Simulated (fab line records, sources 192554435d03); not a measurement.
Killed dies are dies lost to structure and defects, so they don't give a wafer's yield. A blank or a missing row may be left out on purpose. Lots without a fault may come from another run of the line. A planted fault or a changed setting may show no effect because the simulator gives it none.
Split-lot experiment | flow n5_finfet | 7 lots, 21 wafers read, on a route of 1938 steps

THE SPLIT
At N5_BEOL_M4_DESCUM_33 (chemistry O2, time 7 s), the setting time_s was moved away from the recipe's 7 s on 6 of the 21 wafers read, by -21.4% to +22.0%. The other wafers ran this setting at the recipe's value.

FROM THE SPLIT TO THE READING: what the file shows between them, 3 steps
- N5_BEOL_M4_ETCH_77: etches underlayer in N2/H2, target depth 6.5 nm, time 5.2 s
- N5_BEOL_M4_ETCH_69: etches SiARC in CF4, target depth 15.6 nm, time 26 s
- N5_BEOL_M4_ALD_98: deposits SiO2, target thk 2.5 nm, pulse time 1 s, co reactant pulse time 1 s

THE READING
CAR-EUV_of_BEOL_M4_COAT_22.thk_nm (the simulator's own value, which no gauge read), in nm, at N5_BEOL_M4_ETCHBACK_99 (etches SiO2 in CHF3, target depth 5 nm, time 10.4 s). The file gives no usual value for it. The 15 wafers here that ran the recipe average 10.5 nm, standard deviation 0.088 nm.

wafer  | tool, chamber at the split | time_s as run, s | against the recipe | CAR-EUV_of_BEOL_M4_COAT_22.thk_nm, nm | against lot-mates on the recipe
L074.3 | rie_diel-01, 0,3           | 7                | recipe             | 10.6                                  | -
L074.5 | rie_diel-01, 0,3           | 7                | recipe             | 10.6                                  | -
L074.6 | rie_diel-01, 0             | 7                | recipe             | 10.4                                  | -
L076.1 | rie_diel-06, 3,1           | 7                | recipe             | 10.4                                  | -
L076.3 | rie_diel-06, 3,1           | 7                | recipe             | 10.4                                  | -
L076.5 | rie_diel-06, 0             | 7.467            | +6.7%              | 10.2                                  | -0.2
L080.1 | rie_diel-05, 3             | 7                | recipe             | 10.4                                  | -
L080.3 | rie_diel-05, 1             | 6.065            | -13.4%             | 11                                    | +0.6
L080.4 | rie_diel-05, 1             | 6.065            | -13.4%             | 11                                    | +0.6
L083.1 | rie_diel-01, 0             | 8.541            | +22.0%             | 9.8                                   | -0.6
L083.4 | rie_diel-01, 2             | 8.541            | +22.0%             | 9.6                                   | -0.8
L083.5 | rie_diel-01, 1             | 7                | recipe             | 10.4                                  | -
L087.1 | rie_diel-05, 2,0,3         | 7                | recipe             | 10.4                                  | -
L087.5 | rie_diel-05, 2,0,3         | 7                | recipe             | 10.4                                  | -
L087.6 | rie_diel-05, 2,0,3         | 7                | recipe             | 10.4                                  | -
L090.1 | rie_diel-05, 2             | 7                | recipe             | 10.4                                  | -
L090.5 | rie_diel-05, 2             | 7                | recipe             | 10.4                                  | -
L090.6 | rie_diel-05, 1             | 7                | recipe             | 10.6                                  | -
L093.2 | rie_diel-06, 1,0           | 7                | recipe             | 10.4                                  | -
L093.4 | rie_diel-06, 1,0           | 7                | recipe             | 10.6                                  | -
L093.6 | rie_diel-06, 3             | 5.501            | -21.4%             | 11.2                                  | +0.7
Where a row lists several chambers, the file gives one row for several wafers and doesn't say which wafer went through which chamber.

THE FIT
A straight line over all 21 wafers: CAR-EUV_of_BEOL_M4_COAT_22.thk_nm changes by -0.0358 nm for each +1% of time_s; r = -0.97; the points scatter about the line by 0.088 nm.
The same after taking each lot's own level away (the mean of its wafers on the recipe; 21 wafers): -0.0346 nm for each +1%; r = -0.97; scatter 0.084 nm.
On that fit, the largest move of time_s shifts the reading by 0.76 nm.
The lots' own levels span 10.40 to 10.53 nm, that is 1.5 times the standard deviation above.
So the lot-to-lot level changes the slope little: the two slopes agree.
Check: with one of the wafers moved furthest among these (+22.0%) left out of the fit, the line predicts -0.806 nm for it against its lot-mates. It came out at -0.6 nm against them.

OTHER SPLITS ON THESE WAFERS
These wafers also went through other splits before the reading. Each is held against what the fit with the lots' levels taken away leaves over:
other split on the same wafers   | wafers away from the commonest value | r with CAR-EUV_of_BEOL_M4_COAT_22.thk_nm (lot level and that fit taken away)
N5_BEOL_M2_TRENCH_ETCH_37 bias_w | 8                                    | -0.49
N5_BEOL_M3_COAT_68 spin_rpm      | 9                                    | +0.25
N5_BEOL_M3_EXPOSE_25 dose_mj     | 7                                    | +0.01
N5_BEOL_M3_ETCH_77 h2_flow_sccm  | 8                                    | -0.20
N5_BEOL_M4_COAT_67 spin_rpm      | 9                                    | -0.45

THE WHOLE CHAIN: every reading that the file lists as answering this split, in the file's order
step                   | what it does                                                | reading                                                                            | change (the file's fit)                | r (the file's)
N5_BEOL_M4_DESCUM_33   | chemistry O2, time 7 s                                      | CAR-EUV_of_BEOL_M4_COAT_22.thk_nm (the simulator's own value, which no gauge read) | -0.0408 nm for each +1% of the setting | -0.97
N5_BEOL_M4_ETCH_77     | etches underlayer in N2/H2, target depth 6.5 nm, time 5.2 s | CAR-EUV_of_BEOL_M4_COAT_22.thk_nm (the simulator's own value, which no gauge read) | -0.0366 nm for each +1% of the setting | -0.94
N5_BEOL_M4_ETCH_69     | etches SiARC in CF4, target depth 15.6 nm, time 26 s        | CAR-EUV_of_BEOL_M4_COAT_22.thk_nm (the simulator's own value, which no gauge read) | -0.0348 nm for each +1% of the setting | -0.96
N5_BEOL_M4_ETCHBACK_99 | etches SiO2 in CHF3, target depth 5 nm, time 10.4 s         | CAR-EUV_of_BEOL_M4_COAT_22.thk_nm (the simulator's own value, which no gauge read) | -0.0341 nm for each +1% of the setting | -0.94

THE FILE'S OWN FIT
CAR-EUV_of_BEOL_M4_COAT_22.thk_nm changes by -0.0341 nm for each +1% of time_s, r = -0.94.
